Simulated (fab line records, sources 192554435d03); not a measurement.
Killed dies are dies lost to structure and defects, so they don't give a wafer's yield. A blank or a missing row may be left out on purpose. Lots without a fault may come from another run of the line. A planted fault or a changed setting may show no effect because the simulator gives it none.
A struck lot beside a sound one | flow n5_finfet | 15 steps out of a route of 1938
Sound: wafers L483.2, L483.3, L483.4. Struck: wafer L477.6. (L477.3 of the same lot was not struck and is left out.) The cause comes at the end.
At each step with rows: each side's tool, then ch and its chambers, then its first start. Under that, the readings that differ: sound wafers | struck wafers | difference of the means | sigmas: that difference in standard deviations of wafers without a fault.
alike: readings whose means differ by less than 2 such deviations, and words and numbers that are the same on both sides. not compared: withheld readings, readings that some wafer has no value for, bounds like >300 that may hide the same value, and numbers for which the record gives no deviation and whose values overlap.
The two part at a step that has a row with sigmas, a row that says differs or no value, or rows on one side only. Numbers that don't overlap but have no deviation are shown without sigmas and don't part them. A reading that every wafer of one side lacks parts them only if that side has two wafers or more.

first, 2 steps without rows for these wafers: N5_BEOL_M13_TRENCH_ETCH_34 (etches SiOC in C4F8/O2/Ar, target depth 413.47 nm, time 162.6 s); N5_BEOL_M13_STRIP_70 (strips in C4F8/O2/Ar).
N5_BEOL_M13_OCD_MEAS_35:
  sound on ocd-01, day 15 14:54; struck on ocd-01, day 14 06:05
  alike: trench_depth_nm
N5_BEOL_M13_STRIP_37: strips in N2/H2.
  sound on plasma_asher-01 ch 0,1, day 15 14:56; struck on plasma_asher-01 ch 0, day 14 06:08
  alike: drypump_motor_current_A, heater_power_w, n2_flow_sccm, oes_product_au
  not compared: rf_hours_counter_h
N5_BEOL_M13_ETCH_38: etches SiCN in CF4/N2, target depth 67.5 nm, time 71.9 s.
  sound on rie_diel-05 ch 1,2,3, day 15 18:28; struck on rie_diel-05 ch 1, day 14 10:05
  alike: drypump_motor_current_A, n2_flow_sccm, oes_product_au, rf_vpp_V, showerhead_plenum_p_Torr, throttle_valve_pct
  not compared: rf_hours_counter_h
then, 2 steps without rows for these wafers: N5_BEOL_M13_PRECLEAN_39 (cleans in residue remover, time 60 s); N5_BEOL_M13_SRD_40 (time 30 s, dry time 30 s).
N5_BEOL_M13_DEGAS_41: time 60 s.
  sound on pvd_sputter-03, day 15 18:53; struck on pvd_sputter-03, day 14 10:28
  alike: heater_power_w
then, 1 step without rows for these wafers: N5_BEOL_M13_PRE_CLEAN_42 (time 30 s).
N5_BEOL_M13_SPUTTER_43: material TaN, target thk 15 nm, time 24.19 s.
  sound on pvd_sputter-03, day 15 18:58; struck on pvd_sputter-03, day 14 10:32
  alike: throttle_valve_pct
then, 1 step without rows for these wafers: N5_BEOL_M13_SPUTTER_44 (material Ta, target thk 10 nm, time 16.13 s).
N5_BEOL_M13_SPUTTER_45: material Cu, target thk 80 nm, time 13.33 s.
  sound on pvd_sputter-03, day 15 19:07; struck on pvd_sputter-03, day 14 10:42
  alike: throttle_valve_pct
N5_BEOL_M13_ECD_47: material Cu, target thk 936 nm.
  sound on ecd_cu-02 ch 0,1, day 15 19:14; struck on ecd_cu-01 ch 0, day 14 10:52
  reading                                 | sound             | struck | difference | sigmas
  model.Cu_of_BEOL_M13_ECD_47.thk_nm (nm) | 930.2 937.6 947.6 | 1847   | +909       |
then, 1 step without rows for these wafers: N5_BEOL_M13_ANNEAL_48 (time 90 s).
N5_PASSIVATION_PROBE_49:
  sound on prober-01, day 16 20:55; struck on prober-01, day 15 19:01
  alike: defect_limited_yield, killed_at_M0_to_M3, killed_at_M4_up, killed_at_contacts, killed_at_front_end, killed_at_other, killed_dies, killed_on_rim, killed_open, killed_short, sort_bin_5_function, sort_bin_6_memory, sort_bin_8_speed, sort_n_pass, sort_yield_pct

WHERE THEY PART
Nowhere in this record.

WHY: what the simulator had put in
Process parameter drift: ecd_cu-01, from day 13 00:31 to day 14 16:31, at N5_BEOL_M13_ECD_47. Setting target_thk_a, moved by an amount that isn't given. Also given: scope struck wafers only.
